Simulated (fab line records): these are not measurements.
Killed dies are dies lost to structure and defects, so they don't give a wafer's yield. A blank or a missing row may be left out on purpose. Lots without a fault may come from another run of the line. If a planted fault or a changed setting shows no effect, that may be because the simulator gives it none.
Chamber matching -- flow nand harc -- NHARC_A_CHANNEL_FILL_D1_CMP_10 on cmp-01 has 4 sister chambers
The step polishes, target thk 150 nm. 4 wafers are shown with their chamber, then 10 later ones without.

WAFERS PAIRED WITH THEIR CHAMBERS
wafer,chamber,time to endpoint s (s)
L085.4,2,17.6
L084.4,3,11.9
L087.2,1,17.1
L087.3,0,14.5

WAFERS MISSING THEIR CHAMBER
wafer,time to endpoint s (s)
L087.6,8.9
L090.1,17.5
L090.5,12.3
L090.6,13.4
L092.2,18.7
L092.3,11.7
L092.5,15.0
L094.2,16.8
L094.5,12.3
L094.6,12.8

THE CHAMBER EACH PASSED THROUGH
wafer,from the rows above,in truth
L087.6,3,3
L090.1,can't be placed: 2 or 1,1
L090.5,can't be placed: 3 or 0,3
L090.6,can't be placed: 0 or 3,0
L092.2,can't be placed: 2 or 1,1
L092.3,3,3
L092.5,can't be placed: 0 or 1 or 2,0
L094.2,can't be placed: 1 or 2 or 0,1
L094.5,can't be placed: 3 or 0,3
L094.6,can't be placed: 3 or 0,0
Placed correctly: 2 of 10. From these rows, 8 cannot be placed; in 8 the true chamber is one of the candidates. Number placed wrongly: 0.
How it was worked out, from the rows above alone: a wafer's distance from a chamber is the root of the sum, over the readings, of the square of ((its reading less the chamber's mean) divided by the reading's scatter). The wafer belongs to the nearest chamber; if the next one is less than 2 further off, it can't be placed. For every chamber, the mean is computed from those of its wafers that are shown. The scatter: with one shown wafer a chamber, the root of the mean of the squares of how far each hidden wafer lies from its nearest shown one.
